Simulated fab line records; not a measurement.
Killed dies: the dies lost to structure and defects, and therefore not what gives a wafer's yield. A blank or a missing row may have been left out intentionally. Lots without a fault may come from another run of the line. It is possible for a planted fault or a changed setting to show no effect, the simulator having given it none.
Comparing a struck lot with a sound one :: flow nandHarc :: 13 steps out of a route of 1302
Sound: these wafers, L163.2, L163.4, L163.5. Struck: wafer L171.3 (left out: L171.2, L171.5 of the same lot, which were not struck); the cause appears at the end.
Each step with rows lists, per side, the tool, then ch with its chambers, then its first start. Under that, the readings that differ: sound wafers :: struck wafers :: difference of the means :: sigmas: that difference in standard deviations of wafers without a fault.
alike: same words and numbers on both sides, and readings whose means sit less than 2 such deviations apart. not compared: any withheld reading, any reading some wafer has no value for, any bound like >300 that may hide the same value, and any number with overlapping values for which the record gives no deviation.
Wherever a step has rows on one side only, a row that says differs or no value, or a row with sigmas, the two part there. When numbers do not overlap yet have no deviation, they are printed without sigmas and do not part them. Lack of a reading on every wafer of one side parts them only where that side has two or more wafers.

first, 2 steps without rows for these wafers: NHARC_A_ONON_D1_ANNEAL_15 (time 3600 s); NHARC_A_ONON_D1_DEP_16 (target thk 1000 nm).
NHARC_A_ONON_D1_THK_MEAS_18: measures by ellipsometry.
  sound: filmMetro-01 at day 8 02:21; struck: filmMetro-01 at day 11 14:01
reading: thkNm (nm)
sound: 992 990 992
struck: 1027
difference: +36
sigmas: +4
after that, 1 step with no rows for these wafers: NHARC_A_ONON_D1_DEP_19 (target thk 1000 nm).
NHARC_A_ONON_D1_THK_MEAS_21: measures by ellipsometry.
  sound: filmMetro-02 at day 8 02:55; struck: filmMetro-01 at day 11 14:35
  alike: thkNm
after that, 1 step with no rows for these wafers: NHARC_A_ONON_D1_DEP_22 (target thk 1000 nm).
NHARC_A_ONON_D1_THK_MEAS_24: measures by ellipsometry.
  sound: filmMetro-02 at day 8 03:29; struck: filmMetro-01 at day 11 15:09
  alike: thkNm
after that, 1 step with no rows for these wafers: NHARC_A_ONON_D1_DEP_25 (target thk 1000 nm).
NHARC_A_ONON_D1_THK_MEAS_27: measures by ellipsometry.
  sound: filmMetro-02 at day 8 04:04; struck: filmMetro-01 at day 11 15:44
  alike: thkNm
after that, 1 step with no rows for these wafers: NHARC_A_ONON_D1_DEP_28 (target thk 1000 nm).
NHARC_A_ONON_D1_THK_MEAS_30: measures by ellipsometry.
  sound: filmMetro-02 at day 8 04:38; struck: filmMetro-01 at day 11 16:17
  alike: thkNm
NHARC_A_ONON_D1_DEP_33: deposits SiO2, target thk 200 nm.
  sound on pecvd-02 ch 0,2, day 8 04:47; struck on pecvd-02 ch 0, day 11 16:21
reading: heaterPowerW (W)
sound: 668 676 608
struck: 901
difference: +250
sigmas: +2

reading: rfFwdPowerW (W)
sound: 896.5 897.0 896.4
struck: 540.9
difference: -355.7
sigmas: -99 or more

reading: showerheadVppV (V)
sound: 1779 1770 1805
struck: 1350
difference: -435
sigmas: -5
  alike: throttleValvePct
NHARC_A_ONON_D1_THK_MEAS_34: measures by ellipsometry.
  sound: filmMetro-02 at day 8 05:06; struck: filmMetro-01 at day 11 16:46
reading: thkNm (nm)
sound: 196.2 201.5 200.0
struck: 169.2
difference: -30.0
sigmas: -12

== WHERE THEY PART ==
At NHARC_A_ONON_D1_THK_MEAS_18 first; at NHARC_A_ONON_D1_THK_MEAS_34 last (within this record only).

WHY: the cause the simulator had injected
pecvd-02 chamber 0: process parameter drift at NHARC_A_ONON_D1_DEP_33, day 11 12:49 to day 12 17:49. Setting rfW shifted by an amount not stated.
